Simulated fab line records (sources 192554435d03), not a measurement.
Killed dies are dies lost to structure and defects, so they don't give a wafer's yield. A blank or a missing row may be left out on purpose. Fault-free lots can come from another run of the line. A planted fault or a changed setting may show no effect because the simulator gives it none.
Split-lot experiment	flow n5Finfet	7 lots, 21 wafers read, on a route of 1938 steps

## ON THE SPLIT
At N5_BEOL_M1_TRENCH_ETCH_37 (etches SiOC in C4F6/O2, target depth 55.207 nm, time 29 s), the setting sourceW was moved away from the recipe's 355 W on 8 of the 21 wafers read, by -15.6% to +14.7%. For the rest of the wafers, this setting stayed at what the recipe calls for.

## FROM THE SPLIT TO THE READING: what the file shows between them, 2 steps
- N5_BEOL_M1_ETCH_41: etches SiCN in CH3F/O2, target depth 31.9 nm, time 57.8 s
- N5_BEOL_M1_STRIP_97: strips in N2/H2, time 10 s

## THE READING
trenchDepthNm, in nm, at N5_BEOL_M1_OCD_MEAS_38. Fault-free wafers of this fab line usually give 54.8 nm, standard deviation 0.9 nm.

wafer	tool, chamber at the split	sourceW as run, W	against the recipe	trenchDepthNm, nm	against lot-mates on the recipe
L074.3	rieDiel-02, 3	318.1	-10.4%	52.9	-1.7
L074.4	rieDiel-02, 0	355	recipe	54.6	-
L074.6	rieDiel-02, 3	318.1	-10.4%	53.3	-1.3
L075.3	rieDiel-02, 3	355	recipe	55.0	-
L075.4	rieDiel-02, 0	336	-5.4%	53.2	-1.8
L075.6	rieDiel-02, 0	355	recipe	54.9	-
L082.2	rieDiel-01, 2	355	recipe	54.3	-
L082.3	rieDiel-01, 3	299.7	-15.6%	50.8	-3.1
L082.5	rieDiel-01, 3	355	recipe	53.5	-
L083.1	rieDiel-01, 2	355	recipe	53.8	-
L083.5	rieDiel-01, 2	355	recipe	54.1	-
L083.6	rieDiel-01, 0	355	recipe	54.2	-
L087.3	rieDiel-06, 1	407.2	+14.7%	57.4	+1.8
L087.4	rieDiel-06, 3	355	recipe	56.3	-
L087.6	rieDiel-06, 2	355	recipe	55.0	-
L091.2	rieDiel-01, 1	398.2	+12.2%	57.4	+2.3
L091.4	rieDiel-01, 0	355	recipe	55.0	-
L091.6	rieDiel-01, 1	355	recipe	55.2	-
L092.4	rieDiel-01, 3	371	+4.5%	55.4	+1.3
L092.5	rieDiel-01, 3	355	recipe	54.1	-
L092.6	rieDiel-01, 0	371	+4.5%	55.3	+1.2

THE FIT
A straight line over all 21 wafers: trenchDepthNm changes by +0.202 nm for each +1% of sourceW; r = +0.91; the points scatter about the line by 0.65 nm.
The same after taking each lot's own level away (the mean of its wafers on the recipe; 21 wafers): +0.172 nm for each +1%; r = +0.94; scatter 0.43 nm.
That fit puts the effect of the largest move of sourceW on the reading at 2.7 nm.
The span of the lots' own levels, 53.90 to 55.65 nm, comes to 1.9 times the standard deviation stated above.
So the lot-to-lot level changes the slope: the two fits differ.
Check: for one of the wafers moved furthest among these (-15.6%), held out of the fit, the line's prediction against its lot-mates is -2.52 nm. It came out at -3.1 nm against them.

## ADDITIONAL SPLITS CARRIED BY THESE WAFERS
Before the reading, these wafers also passed through other splits. Each is held against what the fit with the lots' levels taken away leaves over:
other split on the same wafers	wafers away from the commonest value	r with trenchDepthNm (lot level and that fit taken away)
N5_SD_EPI_N_PEB_07 pebTimeS	7	-0.08
N5_SDB_COAT_03 spinRpm	11	-0.54
N5_MOL_CONTACT_COAG_COAT_34 spinRpm	6	+0.08
N5_MOL_CONTACT_COAG_EXPOSE_37 doseMj	8	-0.17
N5_BEOL_M0_ETCH_128 sourceW	10	-0.39

## THE WHOLE CHAIN: every reading that the file lists as answering this split, in the file's order
step	what it does	reading	change (the file's fit)	r (the file's)
N5_BEOL_M1_TRENCH_ETCH_37	etches SiOC in C4F6/O2, target depth 55.207 nm, time 29 s	BEOL_M1.featureDepthNm (the simulator's own value, which no gauge read)	+0.178 nm for each +1% of the setting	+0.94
N5_BEOL_M1_TRENCH_ETCH_37	etches SiOC in C4F6/O2, target depth 55.207 nm, time 29 s	etch.depthNm (the simulator's own value, which no gauge read)	+0.18 nm for each +1% of the setting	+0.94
N5_BEOL_M1_OCD_MEAS_38		trenchDepthNm	+0.174 nm for each +1% of the setting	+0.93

## THE FILE'S OWN FIT
trenchDepthNm changes by +0.174 nm for each +1% of sourceW, r = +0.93.
